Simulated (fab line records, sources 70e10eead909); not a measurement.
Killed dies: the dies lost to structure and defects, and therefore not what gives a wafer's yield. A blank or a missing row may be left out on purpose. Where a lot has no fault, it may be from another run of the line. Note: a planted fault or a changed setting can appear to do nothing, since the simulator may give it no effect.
Chamber matching || flow nand_harc || NHARC_P_M2_PRE_CLEAN_32 on pecvd-01 has 3 sister chambers
The step time 12 s. 24 wafers are shown with their chamber, then 12 later ones without.

== WAFERS WITH THEIR CHAMBER ==
{"wafer": "L079.1", "chamber": 2, "heater_power_w (W)": 522}
{"wafer": "L079.3", "chamber": 1, "heater_power_w (W)": 790}
{"wafer": "L079.6", "chamber": 1, "heater_power_w (W)": 757}
{"wafer": "L080.1", "chamber": 0, "heater_power_w (W)": 648}
{"wafer": "L080.5", "chamber": 0, "heater_power_w (W)": 645}
{"wafer": "L080.6", "chamber": 1, "heater_power_w (W)": 720}
{"wafer": "L082.1", "chamber": 2, "heater_power_w (W)": 637}
{"wafer": "L082.3", "chamber": 1, "heater_power_w (W)": 719}
{"wafer": "L082.4", "chamber": 1, "heater_power_w (W)": 711}
{"wafer": "L084.1", "chamber": 0, "heater_power_w (W)": 708}
{"wafer": "L084.2", "chamber": 2, "heater_power_w (W)": 595}
{"wafer": "L084.6", "chamber": 2, "heater_power_w (W)": 603}
{"wafer": "L083.2", "chamber": 0, "heater_power_w (W)": 687}
{"wafer": "L083.3", "chamber": 1, "heater_power_w (W)": 715}
{"wafer": "L083.4", "chamber": 1, "heater_power_w (W)": 755}
{"wafer": "L086.1", "chamber": 1, "heater_power_w (W)": 662}
{"wafer": "L086.2", "chamber": 0, "heater_power_w (W)": 764}
{"wafer": "L086.4", "chamber": 0, "heater_power_w (W)": 754}
{"wafer": "L087.2", "chamber": 0, "heater_power_w (W)": 662}
{"wafer": "L087.3", "chamber": 1, "heater_power_w (W)": 767}
{"wafer": "L087.4", "chamber": 1, "heater_power_w (W)": 776}
{"wafer": "L088.1", "chamber": 1, "heater_power_w (W)": 764}
{"wafer": "L088.3", "chamber": 2, "heater_power_w (W)": 564}
{"wafer": "L088.4", "chamber": 2, "heater_power_w (W)": 566}

SIGNATURES (means of the wafers above)
{"reading": "heater_power_w", "chamber 0": 695.43, "chamber 1": 739.64, "chamber 2": 581.17, "scatter within a chamber": 41.5}
Rule: for a wafer and a chamber, the distance is found by dividing, reading by reading, the gap between the wafer's reading and the chamber's mean by the reading's scatter, squaring, summing and taking the root. If the next closest chamber is less than 2 further off than the closest, the wafer can't be placed; otherwise it belongs to the closest. How the scatter is found: for the shown wafers, subtract from each reading the mean of its chamber, square and add these, divide the total by (wafers less chambers), then take the root.

== WAFERS WITHOUT THEIR CHAMBER ==
{"wafer": "L090.1", "heater_power_w (W)": 724}
{"wafer": "L090.2", "heater_power_w (W)": 569}
{"wafer": "L090.4", "heater_power_w (W)": 563}
{"wafer": "L091.1", "heater_power_w (W)": 619}
{"wafer": "L091.3", "heater_power_w (W)": 765}
{"wafer": "L091.5", "heater_power_w (W)": 598}
{"wafer": "L093.2", "heater_power_w (W)": 637}
{"wafer": "L093.3", "heater_power_w (W)": 748}
{"wafer": "L093.5", "heater_power_w (W)": 738}
{"wafer": "L097.2", "heater_power_w (W)": 733}
{"wafer": "L097.4", "heater_power_w (W)": 634}
{"wafer": "L097.5", "heater_power_w (W)": 609}

== WHICH CHAMBER EACH ONE RAN IN ==
{"wafer": "L090.1", "from the rows above": "can't be placed: 1 or 0", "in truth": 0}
{"wafer": "L090.2", "from the rows above": 2, "in truth": 2}
{"wafer": "L090.4", "from the rows above": 2, "in truth": 2}
{"wafer": "L091.1", "from the rows above": "can't be placed: 2 or 0 or 1", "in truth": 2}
{"wafer": "L091.3", "from the rows above": "can't be placed: 1 or 0", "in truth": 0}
{"wafer": "L091.5", "from the rows above": "can't be placed: 2 or 0", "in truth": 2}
{"wafer": "L093.2", "from the rows above": "can't be placed: 2 or 0 or 1", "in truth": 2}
{"wafer": "L093.3", "from the rows above": "can't be placed: 1 or 0", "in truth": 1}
{"wafer": "L093.5", "from the rows above": "can't be placed: 1 or 0", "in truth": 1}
{"wafer": "L097.2", "from the rows above": "can't be placed: 1 or 0", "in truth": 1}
{"wafer": "L097.4", "from the rows above": "can't be placed: 2 or 0 or 1", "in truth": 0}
{"wafer": "L097.5", "from the rows above": "can't be placed: 2 or 0", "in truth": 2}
2 of 12 placed correctly. These rows do not allow placing 10 (true chamber among the candidates in 10). Number placed wrongly: 0.
